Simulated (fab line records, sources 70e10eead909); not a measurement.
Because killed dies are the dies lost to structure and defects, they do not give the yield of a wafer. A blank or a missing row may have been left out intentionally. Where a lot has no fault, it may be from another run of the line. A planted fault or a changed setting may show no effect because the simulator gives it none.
A struck lot beside a sound one -- flow nand_harc -- 13 out of 1302 route steps
Sound: the wafers L934.1, L934.3, L934.6. Wafers struck: L935.2, L935.4, L935.5. The cause is given at the end.
Order at every step that has rows: each side's tool, ch and its chambers, its first start. Under that, the readings that differ: sound wafers -- struck wafers -- difference of the means -- sigmas: that difference in standard deviations of wafers without a fault.
alike: readings whose means differ by less than 2 such deviations, and words and numbers that are the same on both sides. not compared: withheld readings, readings that some wafer has no value for, bounds like >300 that may hide the same value, and numbers for which the record gives no deviation and whose values overlap.
The two part at a step that has a row with sigmas, a row that says differs or no value, or rows on one side only. When numbers do not overlap yet have no deviation, they are printed without sigmas and do not part them. A reading missing from all wafers of one side parts the sides only when that side holds two or more wafers.

NHARC_A_STAIRCASE_TRIM_14: chemistry O2, time 211.2 s.
  sound: rie_diel-02 ch 1,2,3; struck: rie_diel-11 ch 0,1,2
  alike: drypump_motor_current_A, oes_product_au, rf_vpp_V, showerhead_plenum_p_Torr, throttle_valve_pct
  not compared: rf_hours_counter_h
then, 2 steps without rows for these wafers: NHARC_A_STAIRCASE_ETCH_15 (etches the open film in C4F8/O2, target depth 100 nm, time 40.5 s); NHARC_A_STAIRCASE_TRIM_16 (chemistry O2, time 211.2 s).
NHARC_A_STAIRCASE_ETCH_17: etches the open film in C4F8/O2, target depth 100 nm, time 40.5 s.
  sound: rie_diel-02 ch 0,2,3; struck: rie_diel-11 ch 0,3
  alike: oes_product_au, rf_fwd_power_W, rf_vpp_V
  not compared: rf_hours_counter_h
then, 1 step without rows for these wafers: NHARC_A_STAIRCASE_TRIM_18 (chemistry O2, time 211.2 s).
NHARC_A_STAIRCASE_ETCH_19: etches the open film in C4F8/O2, target depth 100 nm, time 40.5 s.
  sound: rie_diel-02 ch 2,3; struck: rie_diel-11 ch 0,3
  alike: oes_product_au, rf_fwd_power_W, rf_vpp_V
  not compared: rf_hours_counter_h
NHARC_A_STAIRCASE_TRIM_20: chemistry O2, time 211.2 s.
  sound on rie_diel-02 ch 1,3, day 19 12:08; struck on rie_diel-11 ch 0,1,3, day 19 23:19
  alike: drypump_motor_current_A, oes_product_au, rf_vpp_V, showerhead_plenum_p_Torr, throttle_valve_pct
  not compared: rf_hours_counter_h
then, 1 step without rows for these wafers: NHARC_A_STAIRCASE_ETCH_21 (etches the open film in C4F8/O2, target depth 100 nm, time 40.5 s).
NHARC_A_STAIRCASE_TRIM_22: chemistry O2, time 211.2 s.
  sound: rie_diel-02 ch 1,3; struck: rie_diel-11 ch 0,1,2
  alike: drypump_motor_current_A, oes_product_au, rf_vpp_V, showerhead_plenum_p_Torr, throttle_valve_pct
  not compared: rf_hours_counter_h
then, 2 steps without rows for these wafers: NHARC_A_STAIRCASE_ETCH_23 (etches the open film in C4F8/O2, target depth 100 nm, time 40.5 s); NHARC_A_STAIRCASE_TRIM_24 (chemistry O2, time 211.2 s).
NHARC_A_STAIRCASE_ETCH_25: etches the open film in C4F8/O2, target depth 100 nm, time 40.5 s.
  sound on rie_diel-02 ch 0,1,3, day 19 12:48; struck on rie_diel-11 ch 1,3, day 20 00:04
reading,sound,struck,difference,sigmas
oes_product_au (a.u.),0.931 0.963 0.931,1.034 1.053 1.029,+0.097,+7
rf_fwd_power_W (W),586.1 590.3 592.7,686.4 691.2 690.0,+99.5,+47
  alike: rf_vpp_V
  not compared: rf_hours_counter_h
then, 1 step without rows for these wafers: NHARC_A_STAIRCASE_TRIM_26 (chemistry O2, time 211.2 s).

WHERE THEY PART
Only at NHARC_A_STAIRCASE_ETCH_25, within this record.

WHY: the cause the simulator had injected
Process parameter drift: rie_diel-11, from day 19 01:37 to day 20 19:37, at NHARC_A_STAIRCASE_ETCH_25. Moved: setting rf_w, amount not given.
